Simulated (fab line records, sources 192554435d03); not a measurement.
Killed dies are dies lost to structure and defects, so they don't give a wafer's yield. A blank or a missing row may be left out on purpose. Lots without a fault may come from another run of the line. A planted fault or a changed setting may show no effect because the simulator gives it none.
Chamber matching | flow n5_finfet | N5_BEOL_M4_ILD_DEP_00 on pecvd-02: 3 sister chambers
The step deposits SiOC from DEMS/O2, target thk 79 nm, time 15.3 s. 6 wafers are shown with their chamber, then 6 later ones without.

WAFERS WITH THEIR CHAMBER
wafer  | chamber | throttle_valve_pct (%) | showerhead_plenum_p_Torr (Torr)
L447.5 | 0       | 12.6                   | 5.685
L456.1 | 1       | 12.5                   | 5.729
L456.2 | 2       | 11.8                   | 5.678
L456.5 | 2       | 11.4                   | 5.680
L457.2 | 0       | 12.5                   | 5.676
L457.3 | 1       | 12.7                   | 5.721

WAFERS WITHOUT THEIR CHAMBER
wafer  | throttle_valve_pct (%) | showerhead_plenum_p_Torr (Torr)
L457.4 | 12.4                   | 5.679
L460.1 | 12.7                   | 5.682
L460.4 | 12.7                   | 5.732
L460.6 | 12.4                   | 5.673
L463.5 | 12.4                   | 5.671
L463.6 | 11.7                   | 5.663

WHICH CHAMBER EACH WENT THROUGH
wafer  | from the rows above | in truth
L457.4 | 0                   | 0
L460.1 | 0                   | 0
L460.4 | 1                   | 1
L460.6 | 0                   | 0
L463.5 | 0                   | 0
L463.6 | 2                   | 2
Placed correctly: 6 of 6. Can't be placed from these rows: 0. Placed wrongly: 0.
How it was worked out, from the rows above alone: a wafer's distance from a chamber is the root of the sum, over the readings, of the square of ((its reading less the chamber's mean) divided by the reading's scatter). The wafer belongs to the nearest chamber; if the next one is less than 2 further off, it can't be placed. A chamber's mean is the mean of its shown wafers. The scatter: the root of (the sum of the squares of (reading less its chamber's mean) over the shown wafers, divided by (wafers less chambers)).
